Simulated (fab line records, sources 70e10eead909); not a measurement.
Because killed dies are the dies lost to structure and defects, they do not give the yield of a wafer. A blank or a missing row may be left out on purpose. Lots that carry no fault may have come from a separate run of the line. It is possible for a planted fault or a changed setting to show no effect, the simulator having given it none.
fab line records	flow nandHarc
record lots=14	wafers=42	lastDay=33
route steps=1302 shown P_CONTACT@217
lots untouched by any fault: they come from a run of this same line in which no faults occurred
startH: start of the lot's first displayed wafer, in hours after the record's first day	waitH: hours elapsed since this lot's preceding step	" unchanged from the row above	L1.1+2: one row covering several wafers at once	- no value, or no start was given	* or withheld: withheld	< > ~ a bound
route shown NAME@n: a module of which the file shows steps, and the number in the route of the first	usual: mean and standard deviation over wafers with no fault	same: alike in all rows	chamber/n: place in a boat	sites: each site's reading	_std_site: how widely they spread, as a standard deviation	_edge_site: mean of outer sites minus mean of inner sites	radiusMm: how far each site lies from the wafer's centre	mask NAME#n: copy n	behind: the tool/chamber that last shaped the wafer	hold: reason for holding the lot/hours on hold/outcome of the hold	device: the n, p or np transistor that did not switch	end of line: at the end of the route, the tests of the same wafers	where a step has no rows: the recipe by itself	killed: not the wafer's yield, but the dies lost to structure and defects at the first sort	map: a wafer's dies, marking killed ones x, the rest . and places with no die _
set.NAME: the setting as run; set.NAME@STEP: as run at that earlier step	model.NAME: the simulator's own value behind a step, which no gauge read
a sample of lots followed through the steps of the route, with each step as a table and each wafer as a row
services: when a tool's chamber went out of use (startH, in hours from the record's first day, below 0 if earlier), for how many hours, and the reason
## steps
# step NHARC_P_CONTACT_DEP_30
# recipe targetThkA=300	tempC=400	targetThkNm=30	flowSccm=200	rfW=450	material=SiNx
# usual heaterPowerW=700/79
lot.wafer	tool	chamber	startH	waitH	heaterPowerW
L280.3	pecvd-03	2	119.78	0.1	583
L280.1	"	0	"	"	664
L280.4	"	0	"	"	669
L281.2	pecvd-04	2	129.59	0.1	820
L281.3	"	0	"	"	692
L281.6	"	2	"	"	830
L282.3	pecvd-03	1	143.30	0.1	824
L282.2	"	2	"	"	645
L282.5	"	0	"	"	769
L283.2	pecvd-04	0	148.20	0.1	636
L283.6	"	1	"	"	668
L283.5	"	2	"	"	854
L285.1	pecvd-03	0	167.03	0.1	787
L285.5	"	1	"	"	780
L285.6	"	2	"	"	646
L284.3	pecvd-04	1	177.05	0.1	666
L284.2	"	2	"	"	826
L284.6	"	0	"	"	712
L286.1	pecvd-04	0	185.36	0.1	703
L286.2	"	1	"	"	718
L286.6	"	1	"	"	703
L293.2	pecvd-03	1	242.70	0.1	697
L293.1	"	2	"	"	561
L293.4	"	1	"	"	683
L295.2	pecvd-01	1	263.89	0.1	881
L295.1	"	2	"	"	628
L295.3	"	0	"	"	817
L297.2	pecvd-03	0	282.18	0.1	763
L297.5	"	2	"	"	585
L297.6	"	1	"	"	735
L299.2	pecvd-03	2	302.61	0.1	626
L299.1	"	0	"	"	793
L299.5	"	1	"	"	689
L301.2	pecvd-01	2	336.26	0.1	583
L301.1	"	0	"	"	761
L301.3	"	1	"	"	763
L302.1	pecvd-04	2	341.40	0.1	864
L302.2	"	0	"	"	644
L302.4	"	0	"	"	645
L303.2	pecvd-03	0	348.00	0.1	771
L303.4	"	2	"	"	625
L303.6	"	0	"	"	802
# step NHARC_P_CONTACT_OVL_MEAS_13
# usual overlayXNm=-0.1/0.81	overlayYNm=0.2/0.74
lot.wafer	tool	chamber	startH	waitH	overlayXNm	overlayYNm
L280.1	overlay-02	-	121.40	-	2.0	-0.5
L280.3	"	-	"	"	1.9	-0.6
L280.4	"	-	"	"	1.9	-0.8
L281.2	overlay-02	-	131.09	-	0.0	0.7
L281.3	"	-	"	"	-0.3	0.5
L281.6	"	-	"	"	-0.1	0.6
L282.2	overlay-01	-	144.89	-	0.0	-0.5
L282.3	"	-	"	"	-0.3	0.4
L282.5	"	-	"	"	0.5	-0.2
L283.2	overlay-01	-	149.83	-	-0.4	0.3
L283.5	"	-	"	"	-0.9	0.0
L283.6	"	-	"	"	-0.3	0.1
L285.1	overlay-01	-	168.56	-	0.2	-0.2
L285.5	"	-	"	"	0.4	-0.6
L285.6	"	-	"	"	0.6	-0.6
L284.2	overlay-02	-	178.51	-	-0.2	0.1
L284.3	"	-	"	"	0.0	0.4
L284.6	"	-	"	"	0.5	0.0
L286.1	overlay-02	-	186.83	-	0.1	0.7
L286.2	"	-	"	"	0.1	0.7
L286.6	"	-	"	"	-0.2	0.2
L293.1	overlay-02	-	244.36	-	-0.3	-0.2
L293.2	"	-	"	"	-0.1	0.3
L293.4	"	-	"	"	0.1	0.1
L295.1	overlay-02	-	265.54	-	-0.4	-0.4
L295.2	"	-	"	"	-0.1	-1.1
L295.3	"	-	"	"	-0.4	-0.8
L297.2	overlay-01	-	283.65	-	-0.2	-0.3
L297.5	"	-	"	"	-0.5	0.4
L297.6	"	-	"	"	-0.4	-0.1
L299.1	overlay-02	-	304.23	-	-0.7	0.1
L299.2	"	-	"	"	-0.6	0.4
L299.5	"	-	"	"	-0.7	0.4
L301.1	overlay-01	-	337.89	-	-0.8	0.5
L301.2	"	-	"	"	-0.5	0.1
L301.3	"	-	"	"	-0.6	0.0
L302.1	overlay-02	-	343.05	-	-1.6	-0.8
L302.2	"	-	"	"	-1.4	-1.0
L302.4	"	-	"	"	-1.0	-1.2
L303.2	overlay-02	-	349.47	-	-1.7	0.6
L303.4	"	-	"	"	-1.3	0.9
L303.6	"	-	"	"	-1.6	1.1
# step NHARC_P_CONTACT_DESCUM_17
# recipe timeS=3	o2FlowSccm=200	arFlowSccm=0	biasPowerW=0	chemistry=O2
# usual chamberPressureMTorr=60.00/0.053	drypumpMotorCurrentA=5.4/0.39	oesProductAu=1.000/0.0086	rfVppV=57.7/0.92	showerheadPlenumPTorr=1.91/0.093	throttleValvePct=11.311/0.0087
lot.wafer	tool	chamber	startH	waitH	chamberPressureMTorr	drypumpMotorCurrentA	oesProductAu	rfHoursCounterH	rfVppV	showerheadPlenumPTorr	throttleValvePct
L280.1	rieDiel-06	2	121.51	0.1	60.03	5.8	1.002	4.3	57.7	2.07	11.312
L280.4	"	3	"	"	60.00	4.7	1.004	4.3	57.4	1.85	11.316
L280.3	"	0	"	"	59.98	5.8	1.013	4.4	59.8	1.85	11.311
L281.2	rieDiel-11	1	131.19	0.1	60.03	5.1	1.002	2.1	57.7	1.88	11.312
L281.3	"	2	"	"	60.01	5.1	1.002	2.1	57.2	1.83	11.324
L281.6	"	1	"	"	60.00	5.1	1.008	-	57.1	1.88	11.311
L282.3	rieDiel-06	0	145.00	0.1	60.02	5.8	1.000	0.1	57.1	1.85	11.314
L282.2	"	2	"	"	60.01	5.8	0.999	0.1	57.9	2.07	11.307
L282.5	"	3	"	"	59.93	4.8	1.000	-	57.2	1.85	11.315
L283.2	rieDiel-11	1	149.93	0.1	60.00	5.1	1.007	3.1	57.4	1.88	11.309
L283.6	"	1	"	"	60.01	5.1	1.011	-	58.0	1.88	11.301
L283.5	"	2	"	"	59.98	5.1	0.991	-	57.4	1.83	11.313
L285.1	rieDiel-06	0	168.67	0.1	60.01	5.8	1.002	0.9	57.6	1.85	11.305
L285.6	"	2	"	"	60.05	5.8	1.014	-	56.2	2.07	11.302
L285.5	"	3	"	"	60.01	4.8	1.010	-	56.6	1.85	11.311
L284.2	rieDiel-11	0	178.61	0.1	59.92	5.1	0.990	5.0	57.6	1.78	11.313
L284.3	"	2	"	"	60.08	5.1	0.997	4.6	58.3	1.83	11.310
L284.6	"	1	"	"	60.03	5.1	0.991	-	57.1	1.88	11.314
L286.2	rieDiel-10	2	186.94	0.1	60.01	5.9	0.991	2.5	56.3	1.87	11.330
L286.1	"	0	"	"	59.97	5.6	1.000	2.3	58.0	1.94	11.317
L286.6	"	1	"	"	59.94	5.7	1.004	-	56.9	1.80	11.318
L293.1	rieDiel-06	1	244.46	0.1	60.00	5.3	0.991	2.8	56.9	2.00	11.307
L293.2	"	2	"	"	60.04	5.8	0.976	3.2	57.1	2.07	11.307
L293.4	"	1	"	"	60.03	5.3	0.988	-	58.0	2.00	11.301
L295.1	rieDiel-10	1	265.64	0.1	60.03	5.7	1.018	0.7	56.9	1.80	11.313
L295.2	"	2	"	"	59.95	5.9	1.002	0.7	56.9	1.87	11.308
L295.3	"	3	"	"	59.94	5.0	1.006	0.8	58.0	2.04	11.306
L297.2	rieDiel-11	3	283.77	0.1	60.01	5.9	1.002	0.4	58.1	1.96	11.297
L297.5	"	0	"	"	59.98	5.1	1.005	-	56.9	1.78	11.306
L297.6	"	1	"	"	59.93	5.1	1.009	-	57.5	1.88	11.312
L299.2	rieDiel-10	1	304.34	0.1	60.00	5.7	1.006	1.4	56.5	1.80	11.307
L299.1	"	3	"	"	60.03	5.0	1.001	1.5	59.6	2.04	11.300
L299.5	"	0	"	"	60.01	5.6	0.995	-	57.8	1.94	11.304
L301.3	rieDiel-10	3	337.99	0.1	59.99	5.0	0.997	2.6	57.5	2.04	11.311
L301.1	"	1	"	"	59.98	5.7	1.004	2.6	57.5	1.80	11.315
L301.2	"	2	"	"	60.03	5.9	1.003	2.4	56.8	1.87	11.303
L302.1	rieDiel-06	1	343.16	0.1	60.02	5.2	0.999	0.4	59.1	2.00	11.312
L302.2	"	2	"	"	59.90	5.8	1.003	0.4	58.2	2.06	11.318
L302.4	"	3	"	"	59.98	4.8	1.010	0.3	58.7	1.85	11.314
L303.4	rieDiel-06	1	349.58	0.1	60.00	5.3	0.994	0.8	58.9	2.00	11.297
L303.2	"	3	"	"	59.97	4.8	1.011	0.8	56.9	1.85	11.315
L303.6	"	1	"	"	59.93	5.3	0.992	-	56.9	2.00	11.314
# step NHARC_P_CONTACT_ALD_22
# recipe targetThkA=30	pulseTimeS=1	aldCycles=150	tempC=450	material=TiN
# usual aldCycles=150/0	heaterPowerW=1112/140	precursorPulseHeightRel=0.998/0.02
lot.wafer	tool	chamber	startH	waitH	aldCycles	heaterPowerW	precursorPulseHeightRel
L280.3	aldMetal-03	1	123.35	-	150	1390	1.037
L280.1	"	2	"	"	150	1010	1.026
L280.4	"	3	"	"	150	1103	1.026
L281.3	aldMetal-03	2	133.01	-	150	1045	1.009
L281.2	"	1	"	"	150	1414	0.967
L281.6	"	3	"	"	150	1116	1.001
L282.2	aldMetal-01	0	146.95	-	150	1027	1.034
L282.3	"	1	"	"	150	1117	0.970
L282.5	"	0	"	"	150	1035	0.970
L283.2	aldMetal-02	0	151.81	-	150	1035	1.008
L283.6	"	2	"	"	150	1127	0.988
L283.5	"	3	"	"	150	1053	1.012
L285.1	aldMetal-03	3	170.54	-	150	1098	0.988
L285.6	"	0	"	"	150	1091	1.031
L285.5	"	1	"	"	150	1376	1.009
L284.3	aldMetal-01	3	180.47	-	150	983	1.017
L284.2	"	2	"	"	150	1085	1.004
L284.6	"	0	"	"	150	986	0.970
L286.1	aldMetal-02	0	188.78	-	150	1037	1.020
L286.2	"	2	"	"	150	1162	1.001
L286.6	"	3	"	"	150	1022	0.969
L293.1	aldMetal-01	3	246.44	-	76	957	0.991
L293.2	"	0	"	"	150	971	1.007
L293.4	"	1	"	"	150	1143	0.985
L295.3	aldMetal-01	0	267.64	-	150	1011	1.020
L295.1	"	2	"	"	150	1060	1.010
L295.2	"	3	"	"	76	958	0.974
L297.2	aldMetal-03	0	285.56	-	150	1090	1.008
L297.6	"	0	"	"	150	1067	1.034
L297.5	"	1	"	"	150	1531	0.978
L299.2	aldMetal-02	3	306.19	-	150	1056	0.986
L299.1	"	1	"	"	150	1262	1.001
L299.5	"	3	"	"	150	1049	0.997
L301.3	aldMetal-03	3	339.83	-	150	1116	1.000
L301.2	"	0	"	"	150	1084	0.984
L301.1	"	1	"	"	150	1558	0.997
L302.1	aldMetal-02	0	344.98	-	150	995	1.004
L302.2	"	1	"	"	150	1252	0.980
L302.4	"	3	"	"	150	1057	0.983
L303.2	aldMetal-03	2	351.42	-	150	1060	0.996
L303.4	"	3	"	"	150	1136	1.041
L303.6	"	1	"	"	150	1490	1.002
## services
tool	chamber	startH	hours	kind
rieDiel-11	-	98.55	0.2	repair
pecvd-04	-	103.95	13.0	pm
rieDiel-11	2	119.20	1.2	repair
rieDiel-11	3	124.62	6.5	repair
rieDiel-06	-	130.20	9.0	pm
rieDiel-10	1	133.09	1.2	repair
rieDiel-06	1	142.34	6.4	repair
rieDiel-10	3	163.65	12.1	repair
rieDiel-10	2	163.67	4.6	repair
aldMetal-03	-	167.54	0.2	repair
pecvd-03	2	176.66	13.6	repair
pecvd-03	-	185.00	13.0	pm
pecvd-03	2	204.11	4.7	repair
aldMetal-03	-	212.10	10.0	pm
rieDiel-06	0	216.88	1.4	repair
aldMetal-03	-	226.70	2.2	repair
rieDiel-06	0	243.91	8.6	repair
aldMetal-03	-	273.03	1.1	repair
pecvd-04	-	284.95	13.0	pm
pecvd-03	-	297.08	0.4	repair
aldMetal-03	2	300.41	9.2	repair
rieDiel-06	-	307.20	9.0	pm
pecvd-03	0	317.86	3.1	repair
rieDiel-06	3	327.69	9.7	repair
## key
firstSign step=NHARC_P_CONTACT_ALD_22	reading=aldCycles	direction=down	sigmas=99+	usual=150	struck=76
effect none on later readings
metAt NHARC_P_CONTACT_ALD_22
struckLots L293,L295
struckWafers L293.1,L295.2
laterRowsLeftOut L293.1,L295.2
sortLeftOut L293.1,L295.2
testerLeftOut L293,L295
notActingAt NHARC_P_CONTACT_DEP_30,NHARC_P_CONTACT_OVL_MEAS_13,NHARC_P_CONTACT_DESCUM_17
onsetBetween 180.47 246.44
fault kind=processParameterDrift	tool=aldMetal-01	chamber=3	onsetH=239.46	steps=NHARC_P_CONTACT_ALD_22	channel=aldCycles	offset=-74	shape=step	endH=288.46	actsIn=theseRecipesOnly	stated=150
# testerLeftOut: of these lots the tester's yield and bins aren't shown, on N5 and GAA mostly nor the transistor test; their killed dies are dies lost to structure and defects alone, not to doping, threshold or leakage, so they don't give the yield
# sortLeftOut: the simulated sort isn't trusted on such a fault, so these wafers' sort isn't shown, and their yield isn't known
# laterRowsLeftOut: the simulator's readings of these wafers behind a module that went badly wrong aren't trusted and aren't shown, but for the sort
